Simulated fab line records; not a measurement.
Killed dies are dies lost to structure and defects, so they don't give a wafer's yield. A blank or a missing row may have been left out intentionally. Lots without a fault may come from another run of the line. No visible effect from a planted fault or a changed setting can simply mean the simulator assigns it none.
Chamber matching	flow n5-finfet	N5_BEOL_M1_STRIP_66 on rie-diel-05 has 4 sister chambers
The step strips in CF4. 8 wafers are shown with their chamber, then 8 later ones without.

## WAFERS, EACH WITH ITS CHAMBER
wafer	chamber	showerhead-plenum-p-Torr (Torr)	drypump-motor-current-A (A)
L889.4	1	1.78	5.67
L902.1	1	1.77	5.68
L904.1	3	1.71	6.01
L904.4	0	1.77	5.81
L905.2	3	1.71	5.99
L905.5	2	1.89	5.80
L905.6	0	1.77	5.83
L907.1	2	1.89	5.81

## WAFERS WITHOUT THEIR CHAMBER
wafer	showerhead-plenum-p-Torr (Torr)	drypump-motor-current-A (A)
L907.2	1.71	5.99
L907.5	1.89	5.79
L909.2	1.71	5.99
L909.3	1.77	5.67
L909.6	1.71	6.01
L912.2	1.71	5.98
L912.4	1.71	5.96
L912.5	1.88	5.83

## WHICH CHAMBER EACH WENT THROUGH
wafer	from the rows above	in truth
L907.2	3	3
L907.5	2	2
L909.2	3	3
L909.3	1	1
L909.6	3	3
L912.2	3	3
L912.4	3	3
L912.5	2	2
8 of 8 placed correctly. Number that these rows cannot place: 0. Wrongly placed: 0.
How it was worked out, from the rows above alone: a wafer's distance from a chamber is the root of the sum, over the readings, of the square of ((its reading less the chamber's mean) divided by the reading's scatter). The wafer belongs to the nearest chamber; if the next one is less than 2 further off, it can't be placed. Each chamber's mean is taken over the wafers shown for it. The scatter: the root of (the sum of the squares of (reading less its chamber's mean) over the shown wafers, divided by (wafers less chambers)).
